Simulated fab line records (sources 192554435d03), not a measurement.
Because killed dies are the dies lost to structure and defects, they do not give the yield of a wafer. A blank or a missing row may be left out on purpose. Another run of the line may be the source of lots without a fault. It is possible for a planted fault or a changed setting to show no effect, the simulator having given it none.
Comparing a struck lot with a sound one | flow n5 finfet | 36 steps out of a route of 1938
Sound: wafers L617.2, L617.3, L617.4. Struck: wafer L636.6 (L636.3, L636.5, from the same lot, were not struck and are left out); the cause is given at the end.
Per side, at each step with rows, come the tool, then ch with its chambers, and then its first start. Under that, the readings that differ: sound wafers | struck wafers | difference of the means | sigmas: that difference in standard deviations of wafers without a fault.
alike: same words and numbers on both sides, and readings whose means sit less than 2 such deviations apart. not compared: any withheld reading, any reading some wafer has no value for, any bound like >300 that may hide the same value, and any number with overlapping values for which the record gives no deviation.
Wherever a step has rows on one side only, a row that says differs or no value, or a row with sigmas, the two part there. Numbers that have no deviation but don't overlap get no sigmas and don't part them. Lack of a reading on every wafer of one side parts them only where that side has two or more wafers.

first, 12 steps without rows for these wafers: N5_BEOL_M5_ALD_86 (deposits TaN, pulse time 2 s, purge time 3 s, co reactant purge time 2 s); N5_BEOL_M5_SURFACE_TREAT_87; N5_BEOL_M5_CVD_47 (deposits Co from CCTBA/H2, target thk 3 nm, time 216 s); N5_BEOL_M5_SPUTTER_48 (material Cu, target thk 15 nm, time 27.62 s); N5_BEOL_M5_ANNEAL_49 (time 1800 s); N5_BEOL_M5_SPUTTER_81 (material Cu, target thk 15 nm, time 27.62 s); N5_BEOL_M5_ANNEAL_82 (time 1800 s); N5_BEOL_M5_SPUTTER_83 (material Cu, target thk 15 nm, time 27.62 s); N5_BEOL_M5_ANNEAL_84 (time 1800 s); N5_BEOL_M5_SPUTTER_88 (material Cu, target thk 15 nm, time 27.62 s); N5_BEOL_M5_ANNEAL_89 (time 1800 s); N5_BEOL_M5_SPUTTER_90 (material Cu, target thk 4.5 nm, time 8.29 s).
N5_BEOL_M5_ECD_50: material Cu, target thk 300 nm.
  sound on ecd cu-01 ch 0,1, day 10 09:16; struck on ecd cu-01 ch 0,1, day 14 08:13
then, 22 steps without rows for these wafers: N5_BEOL_M5_ANNEAL_51 (time 90 s); N5_BEOL_M5_CMP_52 (polishes, stops on SiCOH lowk, t overpolish 6.9 s, target thk 62 nm); N5_BEOL_M5_PRE_CLEAN_77 (time 15 s); N5_BEOL_M5_CO_CAP_78 (material Co, precursor CCTBA/H2, target thk 2 nm, time 102.1 s); N5_BEOL_M5_PRE_CLEAN_55 (time 15 s); N5_BEOL_M5_DEP_56 (deposits SiCN from 3MS/NH3, target thk 8 nm, time 14 s); N5_BEOL_M6_ILD_DEP_00 (deposits SiCOH lowk from DEMS/porogen, target thk 179.75 nm, time 33.4 s); N5_BEOL_M6_CURE_74 (cures SiCOH lowk, time 240 s); N5_BEOL_M6_PECVD_70 (deposits SiO2 from TEOS/O2, target thk 20 nm, time 22.7 s); N5_BEOL_M6_HM_DEP_02 (deposits TiN, target thk 20 nm); N5_BEOL_M6_COAT_59 (time 60 s, resist thk 100 nm); N5_BEOL_M6_COAT_60 (time 60 s, resist thk 35 nm); N5_BEOL_M6_COAT_05 (resist thk 90 nm); N5_BEOL_M6_EBR_07; N5_BEOL_M6_SOFTBAKE_06 (time 60 s); N5_BEOL_M6_EXPOSE_08 (exposes mask M6); N5_BEOL_M6_PEB_09 (peb time 60 s); N5_BEOL_M6_DEVELOP_10 (develop time 30 s); N5_BEOL_M6_DESCUM_16 (chemistry O2, time 7.9 s); N5_BEOL_M6_ETCH_61 (etches SiARC in CF4, target depth 45.5 nm, time 75.8 s); N5_BEOL_M6_ETCH_62 (etches SOC in N2/H2, target depth 110 nm, overetch 22 nm, time 165 s); N5_BEOL_M6_STRIP_68 (strips in N2/H2).
-- the record jumps here: 4 days lie between the struck wafers' starts before and after (it left off in module BEOL_M6 and takes up again in module PASSIVATION, whose first step shown is number 1936 of the route) --
N5_PASSIVATION_PROBE_49:
  the record has rows for the struck wafers here (prober-01, day 18 08:26) and none for the sound ones

## WHERE THEY PART
Within this record, at N5_PASSIVATION_PROBE_49 only.

WHY: the cause the simulator had injected
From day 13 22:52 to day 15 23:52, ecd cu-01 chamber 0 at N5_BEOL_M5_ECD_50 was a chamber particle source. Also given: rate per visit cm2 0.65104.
